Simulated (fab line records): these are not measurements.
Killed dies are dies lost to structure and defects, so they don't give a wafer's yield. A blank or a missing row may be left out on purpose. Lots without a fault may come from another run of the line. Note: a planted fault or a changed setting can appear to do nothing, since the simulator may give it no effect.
fab line records + flow nand-harc
record:
- lots: 13
- wafers: 39
- last-day: 33
route steps=1302 shown A_SLIT@942 A_WL_FILL@952
lots that met no fault: taken from a fault-free run of the same line
start-h: the number of hours between the record's first day and the start of the first shown wafer of the lot + wait-h: hours from the lot's prior step to this one + " as in the row above + L1.1+2: a row that stands for several wafers + - either no value or no given start + * or withheld: withheld + < > ~ a bound
route shown NAME@n: names a module that has steps shown in the file, with the first one's number in the route + usual: the fault-free wafers' mean and standard deviation + same: alike in all rows + chamber/n: place in a boat + sites: the reading at each site + _std_site: standard deviation across them + _edge_site: mean of outer sites minus mean of inner sites + radius-mm: for every site, how far away it sits from the centre of the wafer + mask NAME#n: copy n + behind: the last tool/chamber to shape the wafer + hold: what put the lot on hold/how long, in hours/how the hold closed + device: which transistor (n, p or np) failed to switch + end of line: tests run on the same wafers once the route is complete + a step without rows: its recipe alone + killed: the dies lost at the first sort to structure and to defects; this is not the yield of the wafer + map: the dies of a wafer, with x for killed, . for not killed, _ for no die there
set.NAME: the setting the step ran with; set.NAME@STEP: the setting that earlier step ran with + model.NAME: the simulator's own value behind a step, which no gauge read
steps of the route over a sample of lots; a table a step, a row a wafer
services: the hour from which a tool's chamber was out of use, counted from the record's first day as start-h (under 0 if before that day), plus the number of hours and why
== steps ==
step: NHARC_A_SLIT_ETCH_29
recipe:
- target-depth-a: 1000
- overetch-a: 100
- time-s: 55
- ion-energy-ev: 100
- cf4-flow-sccm: 80
- o2-flow-sccm: 20
- ar-flow-sccm: 0
- rf-w: 300
- bias-w: 100
- chemistry: CF4/O2
usual:
- drypump-motor-current-A: 5.7/0.41
- oes-product-au: 0.999/0.01
- rf-vpp-V: 197.8/1.4
- showerhead-plenum-p-Torr: 1.34/0.054
- throttle-valve-pct: 13.398/0.0097
same:
- time-s: 55
| lot.wafer | tool        | chamber | start-h | wait-h | drypump-motor-current-A | oes-product-au | rf-hours-counter-h | rf-vpp-V | showerhead-plenum-p-Torr | throttle-valve-pct |
|-----------|-------------|---------|---------|--------|-------------------------|----------------|--------------------|----------|--------------------------|--------------------|
| L532.4    | rie-diel-07 | 2       | 467.15  | 0.1    | 5.5                     | 0.985          | 9                  | 199.9    | 1.42                     | 13.397             |
| L532.1    | "           | 0       | "       | "      | 6.0                     | 0.989          | 9                  | 197.5    | 1.35                     | 13.403             |
| L532.5    | "           | 2       | "       | "      | 5.5                     | 0.989          | -                  | 200.0    | 1.42                     | 13.405             |
| L531.1    | rie-diel-10 | 2       | 473.67  | 0.1    | 4.8                     | 1.007          | 2                  | 198.6    | 1.41                     | 13.400             |
| L531.3    | "           | 0       | "       | "      | 5.9                     | 1.025          | 1                  | 196.5    | 1.24                     | 13.405             |
| L531.5    | "           | 2       | "       | "      | 4.7                     | 1.014          | -                  | 200.2    | 1.41                     | 13.406             |
| L535.1    | rie-diel-10 | 3       | 488.03  | 0.1    | 5.7                     | 1.028          | 2                  | 197.8    | 1.26                     | 13.406             |
| L535.3    | "           | 0       | "       | "      | 5.8                     | 1.009          | 2                  | 197.4    | 1.24                     | 13.407             |
| L535.6    | "           | 3       | "       | "      | 5.7                     | 1.023          | -                  | 195.0    | 1.26                     | 13.402             |
| L536.3    | rie-diel-02 | 1       | 491.02  | 0.1    | 5.0                     | 0.996          | 6                  | 197.1    | 1.28                     | 13.404             |
| L536.5    | "           | 3       | "       | "      | 6.0                     | 0.993          | -                  | 197.6    | 1.36                     | 13.420             |
| L536.6    | "           | 0       | "       | "      | 5.8                     | 0.996          | -                  | 198.3    | 1.32                     | 13.392             |
| L537.3    | rie-diel-07 | 1       | 503.30  | 0.1    | 5.9                     | 1.002          | 2                  | 199.2    | 1.43                     | 13.401             |
| L537.2    | "           | 2       | "       | "      | 5.5                     | 0.997          | 2                  | 198.6    | 1.42                     | 13.402             |
| L537.1    | "           | 3       | "       | "      | 6.2                     | 1.008          | 1                  | 198.2    | 1.28                     | 13.387             |
| L538.4    | rie-diel-02 | 3       | 522.17  | 0.1    | 6.0                     | 0.997          | 10                 | 197.1    | 1.36                     | 13.404             |
| L538.2    | "           | 2       | "       | "      | 5.4                     | 0.998          | 9                  | 198.2    | 1.34                     | 13.398             |
| L538.5    | "           | 0       | "       | "      | 5.8                     | 0.997          | -                  | 197.1    | 1.32                     | 13.411             |
| L541.4    | rie-diel-07 | 3       | 560.27  | 0.1    | 6.2                     | 1.005          | 5                  | 195.9    | 1.27                     | 13.383             |
| L541.3    | "           | 2       | "       | "      | 5.5                     | 0.999          | 6                  | 200.1    | 1.42                     | 13.401             |
| L541.5    | "           | 3       | "       | "      | 6.2                     | 1.011          | -                  | 197.0    | 1.27                     | 13.401             |
| L542.1    | rie-diel-02 | 0       | 560.40  | 0.1    | 5.8                     | 1.003          | 11                 | 197.8    | 1.32                     | 13.392             |
| L542.2    | "           | 2       | "       | "      | 5.4                     | 0.998          | 12                 | 197.9    | 1.34                     | 13.393             |
| L542.3    | "           | 3       | "       | "      | 6.0                     | 0.991          | 13                 | 197.0    | 1.36                     | 13.406             |
| L544.2    | rie-diel-02 | 0       | 606.04  | 0.1    | 5.8                     | 1.006          | 3                  | 197.8    | 1.32                     | 13.416             |
| L544.3    | "           | 3       | "       | "      | 6.0                     | 1.003          | 3                  | 199.1    | 1.36                     | 13.397             |
| L544.5    | "           | 3       | "       | "      | 6.0                     | 1.011          | -                  | 197.1    | 1.36                     | 13.388             |
| L546.2    | rie-diel-07 | 3       | 612.98  | 0.1    | 6.2                     | 1.007          | 9                  | 194.9    | 1.27                     | 13.399             |
| L546.4    | "           | 2       | "       | "      | 5.5                     | 1.013          | 9                  | 201.1    | 1.42                     | 13.399             |
| L546.5    | "           | 3       | "       | "      | 6.2                     | 1.006          | -                  | 196.1    | 1.27                     | 13.419             |
| L548.2    | rie-diel-07 | 3       | 628.21  | 0.1    | 6.2                     | 0.996          | 9                  | 195.5    | 1.27                     | 13.403             |
| L548.4    | "           | 1       | "       | "      | 5.9                     | 0.987          | 9                  | 199.6    | 1.43                     | 13.380             |
| L548.5    | "           | 3       | "       | "      | 6.2                     | 0.997          | -                  | 196.6    | 1.27                     | 13.403             |
| L553.4    | rie-diel-02 | 1       | 668.33  | 0.1    | 5.0                     | 0.991          | 9                  | 197.3    | 1.28                     | 13.396             |
| L553.1    | "           | 2       | "       | "      | 5.4                     | 1.010          | 2                  | 196.9    | 1.34                     | 13.388             |
| L553.3    | "           | 3       | "       | "      | 6.0                     | 0.999          | 8                  | 200.4    | 1.36                     | 13.402             |
| L554.2    | rie-diel-02 | 2       | 690.14  | 0.1    | 5.4                     | 0.999          | 3                  | 197.7    | 1.34                     | 13.385             |
| L554.4    | "           | 1       | "       | "      | 5.0                     | 0.994          | 10                 | 196.9    | 1.28                     | 13.395             |
| L554.6    | "           | 2       | "       | "      | 5.3                     | 0.996          | -                  | 198.0    | 1.34                     | 13.379             |
step: NHARC_A_SLIT_CD_MEAS_21
usual:
- cd-nm: 289.6/0.83
| lot.wafer | tool      | chamber | start-h | wait-h | cd-nm |
|-----------|-----------|---------|---------|--------|-------|
| L532.1    | cd-sem-03 | -       | 467.68  | -      | 289.5 |
| L532.4    | "         | -       | "       | "      | 289.9 |
| L532.5    | "         | -       | "       | "      | 289.4 |
| L531.1    | cd-sem-01 | -       | 474.20  | -      | 291.3 |
| L531.3    | "         | -       | "       | "      | 290.2 |
| L531.5    | "         | -       | "       | "      | 291.3 |
| L535.1    | cd-sem-01 | -       | 488.56  | -      | 288.3 |
| L535.3    | "         | -       | "       | "      | 288.1 |
| L535.6    | "         | -       | "       | "      | 288.7 |
| L536.3    | cd-sem-02 | -       | 491.55  | -      | 288.7 |
| L536.5    | "         | -       | "       | "      | 289.1 |
| L536.6    | "         | -       | "       | "      | 289.8 |
| L537.1    | cd-sem-01 | -       | 503.83  | -      | 289.4 |
| L537.2    | "         | -       | "       | "      | 289.6 |
| L537.3    | "         | -       | "       | "      | 289.9 |
| L538.2    | cd-sem-01 | -       | 522.71  | -      | 289.9 |
| L538.4    | "         | -       | "       | "      | 289.4 |
| L538.5    | "         | -       | "       | "      | 290.4 |
| L541.3    | cd-sem-01 | -       | 560.81  | -      | 289.1 |
| L541.4    | "         | -       | "       | "      | 289.2 |
| L541.5    | "         | -       | "       | "      | 288.3 |
| L542.1    | cd-sem-03 | -       | 560.94  | -      | 288.7 |
| L542.2    | "         | -       | "       | "      | 289.0 |
| L542.3    | "         | -       | "       | "      | 289.9 |
| L544.2    | cd-sem-02 | -       | 606.65  | -      | 290.3 |
| L544.3    | "         | -       | "       | "      | 290.7 |
| L544.5    | "         | -       | "       | "      | 291.0 |
| L546.2    | cd-sem-02 | -       | 613.51  | -      | 289.6 |
| L546.4    | "         | -       | "       | "      | 290.3 |
| L546.5    | "         | -       | "       | "      | 288.8 |
| L548.2    | cd-sem-03 | -       | 628.74  | -      | 289.4 |
| L548.4    | "         | -       | "       | "      | 290.3 |
| L548.5    | "         | -       | "       | "      | 289.6 |
| L553.1    | cd-sem-01 | -       | 668.88  | -      | 290.2 |
| L553.3    | "         | -       | "       | "      | 289.2 |
| L553.4    | "         | -       | "       | "      | 290.0 |
| L554.2    | cd-sem-01 | -       | 690.69  | -      | 289.6 |
| L554.4    | "         | -       | "       | "      | 290.2 |
| L554.6    | "         | -       | "       | "      | 290.6 |
step: NHARC_A_WL_FILL_ALD_00
recipe:
- target-thk-a: 30
- pulse-time-s: 3
- ald-cycles: 30
- temp-c: 300
- material: Al2O3
usual:
- ald-cycles: 30/0
- heater-power-w: 472/35
- precursor-pulse-height-rel: 1.002/0.019
same:
- pulse-time-s: 3
| lot.wafer | tool      | chamber | start-h | wait-h | ald-cycles | heater-power-w | precursor-pulse-height-rel |
|-----------|-----------|---------|---------|--------|------------|----------------|----------------------------|
| L532.4    | ald-hk-04 | 0       | 474.29  | 1.6    | 30         | 454            | 0.937                      |
| L532.1    | "         | 2       | "       | "      | 30         | 501            | 0.999                      |
| L532.5    | "         | 1       | "       | "      | 30         | 510            | 0.972                      |
| L531.1    | ald-hk-04 | 1       | 480.98  | 0.1    | 30         | 505            | 1.015                      |
| L531.3    | "         | 2       | "       | "      | 30         | 517            | 1.031                      |
| L531.5    | "         | 1       | "       | "      | 30         | 514            | 1.011                      |
| L535.1    | ald-hk-04 | 2       | 495.25  | 0.1    | 30         | 535            | 1.014                      |
| L535.3    | "         | 3       | "       | "      | 30         | 451            | 1.009                      |
| L535.6    | "         | 2       | "       | "      | 30         | 517            | 1.010                      |
| L536.3    | ald-hk-04 | 2       | 498.33  | 0.1    | 30         | 517            | 1.002                      |
| L536.6    | "         | 1       | "       | "      | 30         | 524            | 1.026                      |
| L536.5    | "         | 2       | "       | "      | 30         | 514            | 1.012                      |
| L537.2    | ald-hk-03 | 2       | 510.53  | 0.1    | 30         | 504            | 0.970                      |
| L537.1    | "         | 3       | "       | "      | 30         | 508            | 1.002                      |
| L537.3    | "         | 0       | "       | "      | 30         | 462            | 1.036                      |
| L538.4    | ald-hk-03 | 3       | 530.24  | 0.1    | 30         | 489            | 0.997                      |
| L538.2    | "         | 0       | "       | "      | 30         | 458            | 1.021                      |
| L538.5    | "         | 2       | "       | "      | 30         | 489            | 0.990                      |
| L541.4    | ald-hk-03 | 1       | 567.51  | 0.1    | 30         | 456            | 0.994                      |
| L541.3    | "         | 3       | "       | "      | 30         | 500            | 1.001                      |
| L541.5    | "         | 2       | "       | "      | 30         | 494            | 0.991                      |
| L542.3    | ald-hk-04 | 2       | 567.52  | 0.1    | 30         | 523            | 0.966                      |
| L542.2    | "         | 0       | "       | "      | 30         | 449            | 0.998                      |
| L542.1    | "         | 1       | "       | "      | 30         | 496            | 0.981                      |
| L544.2    | ald-hk-03 | 1       | 613.41  | 0.1    | 28         | 422            | 1.001                      |
| L544.3    | "         | 2       | "       | "      | 30         | 484            | 1.004                      |
| L544.5    | "         | 0       | "       | "      | 28         | 453            | 1.006                      |
| L546.4    | ald-hk-03 | 0       | 620.24  | 0.1    | 30         | 454            | 1.005                      |
| L546.2    | "         | 3       | "       | "      | 28         | 493            | 0.993                      |
| L546.5    | "         | 0       | "       | "      | 28         | 445            | 1.034                      |
| L548.4    | ald-hk-03 | 2       | 635.41  | 0.1    | 30         | 479            | 1.005                      |
| L548.2    | "         | 1       | "       | "      | 28         | 428            | 0.994                      |
| L548.5    | "         | 3       | "       | "      | 28         | 482            | 1.029                      |
| L553.3    | ald-hk-02 | 3       | 675.56  | 0.1    | 30         | 403            | 0.980                      |
| L553.1    | "         | 0       | "       | "      | 30         | 539            | 1.011                      |
| L553.4    | "         | 1       | "       | "      | 30         | 442            | 1.021                      |
| L554.2    | ald-hk-02 | 1       | 697.37  | 0.1    | 30         | 442            | 0.992                      |
| L554.4    | "         | 2       | "       | "      | 30         | 503            | 0.994                      |
| L554.6    | "         | 1       | "       | "      | 30         | 437            | 0.977                      |
step: NHARC_A_WL_FILL_CVD_03
recipe:
- target-thk-a: 400
- temp-c: 300
- pressure-torr: 40
- wf6-flow-sccm: 40
- h2-flow-sccm: 1600
- ar-flow-sccm: 1560
- time-s: 279
- material: W
usual:
- heater-power-w: 470/24
- mfc-h2-sccm: 1599/5.3
- throttle-valve-pct: 7.87/0.21
same:
- time-s: 279
| lot.wafer | tool     | chamber | start-h | wait-h | heater-power-w | mfc-h2-sccm | throttle-valve-pct |
|-----------|----------|---------|---------|--------|----------------|-------------|--------------------|
| L532.1    | cvd-w-01 | 0       | 475.21  | 0.1    | 428            | 1599        | 7.89               |
| L532.4    | "        | 0       | "       | "      | 424            | 1601        | 7.59               |
| L532.5    | "        | 0       | "       | "      | 433            | 1602        | 7.74               |
| L531.1    | cvd-w-01 | 0       | 481.88  | 0.1    | 424            | 1600        | 8.06               |
| L531.3    | "        | 1       | "       | "      | 467            | 1600        | 7.60               |
| L531.5    | "        | 0       | "       | "      | 426            | 1604        | 8.00               |
| L535.1    | cvd-w-02 | 1       | 496.18  | 0.1    | 477            | 1602        | 7.94               |
| L535.3    | "        | 1       | "       | "      | 487            | 1597        | 8.21               |
| L535.6    | "        | 1       | "       | "      | 488            | 1597        | 7.85               |
| L536.3    | cvd-w-02 | 1       | 499.33  | 0.2    | 474            | 1595        | 8.11               |
| L536.5    | "        | 1       | "       | "      | 478            | 1608        | 8.13               |
| L536.6    | "        | 0       | "       | "      | 497            | 1600        | 7.76               |
| L537.1    | cvd-w-01 | 0       | 511.57  | 0.1    | 429            | 1602        | 8.28               |
| L537.2    | "        | 1       | "       | "      | 461            | 1594        | 8.04               |
| L537.3    | "        | 0       | "       | "      | 428            | 1608        | 7.69               |
| L538.2    | cvd-w-02 | 1       | 531.17  | 0.1    | 478            | 1595        | 7.97               |
| L538.4    | "        | 0       | "       | "      | 502            | 1604        | 7.30               |
| L538.5    | "        | 1       | "       | "      | 485            | 1597        | 8.37               |
| L541.4    | cvd-w-02 | 1       | 568.63  | 0.2    | 488            | 1596        | 8.24               |
| L541.3    | "        | 0       | "       | "      | 495            | 1601        | 7.51               |
| L541.5    | "        | 0       | "       | "      | 487            | 1602        | 7.58               |
| L542.1    | cvd-w-01 | 0       | 568.68  | 0.1    | 428            | 1602        | 7.80               |
| L542.2    | "        | 1       | "       | "      | 461            | 1606        | 7.91               |
| L542.3    | "        | 1       | "       | "      | 453            | 1610        | 7.97               |
| L544.2    | cvd-w-02 | 1       | 614.32  | 0.1    | 471            | 1600        | 8.08               |
| L544.3    | "        | 1       | "       | "      | 490            | 1597        | 8.08               |
| L544.5    | "        | 1       | "       | "      | 490            | 1594        | 8.15               |
| L546.2    | cvd-w-02 | 1       | 621.22  | 0.1    | 489            | 1599        | 7.87               |
| L546.4    | "        | 0       | "       | "      | 494            | 1596        | 7.61               |
| L546.5    | "        | 1       | "       | "      | 497            | 1599        | 7.88               |
| L548.2    | cvd-w-01 | 0       | 636.32  | 0.1    | 445            | 1604        | 7.93               |
| L548.4    | "        | 0       | "       | "      | 448            | 1598        | 7.80               |
| L548.5    | "        | 1       | "       | "      | 463            | 1604        | 8.11               |
| L553.1    | cvd-w-01 | 0       | 676.52  | 0.1    | 436            | 1591        | 7.81               |
| L553.3    | "        | 1       | "       | "      | 462            | 1591        | 7.78               |
| L553.4    | "        | 0       | "       | "      | 454            | 1585        | 7.67               |
| L554.2    | cvd-w-01 | 0       | 698.34  | 0.1    | 440            | 1599        | 7.70               |
| L554.4    | "        | 0       | "       | "      | 448            | 1593        | 7.76               |
| L554.6    | "        | 0       | "       | "      | 442            | 1595        | 7.80               |
== services ==
| tool        | chamber | start-h | hours | kind   |
|-------------|---------|---------|-------|--------|
| rie-diel-07 | 1       | 446.97  | 3.8   | repair |
| cvd-w-02    | -       | 450.00  | 13.0  | pm     |
| rie-diel-07 | -       | 471.20  | 9.0   | pm     |
| cvd-w-02    | 1       | 473.65  | 2.5   | repair |
| rie-diel-07 | -       | 510.42  | 0.2   | repair |
| rie-diel-07 | 2       | 511.98  | 4.1   | repair |
| rie-diel-02 | -       | 516.31  | 0.5   | repair |
| ald-hk-02   | -       | 528.84  | 10.0  | pm     |
| rie-diel-10 | 3       | 534.37  | 9.1   | repair |
| cvd-w-01    | -       | 547.00  | 13.0  | pm     |
| cvd-w-02    | -       | 557.64  | 0.5   | repair |
| cvd-w-01    | -       | 564.46  | 0.7   | repair |
| ald-hk-03   | -       | 568.69  | 10.0  | pm     |
| rie-diel-02 | -       | 570.72  | 9.0   | pm     |
| rie-diel-02 | 2       | 583.25  | 54.1  | repair |
| rie-diel-07 | 2       | 590.22  | 5.9   | repair |
| rie-diel-07 | -       | 593.18  | 0.4   | repair |
| rie-diel-10 | -       | 596.50  | 9.0   | pm     |
| ald-hk-04   | -       | 617.43  | 10.0  | pm     |
| cvd-w-02    | -       | 631.00  | 13.0  | pm     |
| rie-diel-07 | -       | 648.20  | 9.0   | pm     |
| ald-hk-04   | -       | 669.50  | 2.7   | repair |
| rie-diel-10 | -       | 672.69  | 11.3  | repair |
| cvd-w-02    | -       | 674.77  | 0.5   | repair |
== key ==
first-sign:
- step: NHARC_A_WL_FILL_ALD_00
- reading: ald-cycles
- direction: down
- sigmas: 99+
- usual: 30
- struck: 28
effect none on later readings
met-at NHARC_A_WL_FILL_ALD_00
struck-lots L544,L546,L548
struck-wafers L544.2,L544.5,L546.2,L546.5,L548.2,L548.5
tester-left-out L544,L546,L548
not-acting-at NHARC_A_SLIT_ETCH_29,NHARC_A_SLIT_CD_MEAS_21,NHARC_A_WL_FILL_CVD_03
onset-between 567.51 613.41
fault:
- kind: process-parameter-drift
- tool: ald-hk-03
- chamber: -
- onset-h: 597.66
- steps: NHARC_A_WL_FILL_ALD_00
- channel: ald-cycles
- offset: -2
- shape: step
- end-h: 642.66
- scope: struck-wafers-only
- acts-in: these-recipes-only
- stated: 30
tester-left-out: of these lots the tester's yield and bins aren't shown, on N5 and GAA mostly nor the transistor test; their killed dies are dies lost to structure and defects alone, not to doping, threshold or leakage, so they don't give the yield
